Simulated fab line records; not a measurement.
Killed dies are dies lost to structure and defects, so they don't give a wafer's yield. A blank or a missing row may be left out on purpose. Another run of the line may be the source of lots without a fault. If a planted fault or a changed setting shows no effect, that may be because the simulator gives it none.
Matching of chambers ; flow n5 finfet ; N5_HKMG_FIN_CMP_94 on cmp-04 has 4 sister chambers
The step polishes, stops on SiNx, t overpolish 4.7 s, target thk 43.299 nm. 4 wafers are shown with their chamber, then 8 later ones without.

== WAFERS PAIRED WITH THEIR CHAMBERS ==
wafer;chamber;motor current A (A)
L081.1;2;13.2
L082.3;3;11.6
L084.3;0;13.4
L088.2;1;13.0

== WAFERS MISSING THEIR CHAMBER ==
wafer;motor current A (A)
L088.3;13.4
L088.5;13.3
L090.1;11.4
L090.2;13.6
L090.3;12.8
L092.4;13.4
L092.5;13.3
L092.6;13.0

== THE CHAMBER EACH PASSED THROUGH ==
wafer;from the rows above;in truth
L088.3;can't be placed: 0 or 2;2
L088.5;can't be placed: 0 or 2 or 1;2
L090.1;3;3
L090.2;can't be placed: 0 or 2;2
L090.3;can't be placed: 1 or 2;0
L092.4;can't be placed: 0 or 2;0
L092.5;can't be placed: 0 or 2 or 1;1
L092.6;can't be placed: 1 or 2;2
1 of 8 placed correctly. Can't be placed from these rows: 7 (the true chamber is among the candidates in 6). 0 placed wrongly.
How it was worked out, from the rows above alone: a wafer's distance from a chamber is the root of the sum, over the readings, of the square of ((its reading less the chamber's mean) divided by the reading's scatter). The wafer belongs to the nearest chamber; if the next one is less than 2 further off, it can't be placed. Each chamber's mean is taken over the wafers shown for it. The scatter: root of mean squared gap, hidden wafer to nearest shown wafer, with one shown wafer a chamber.
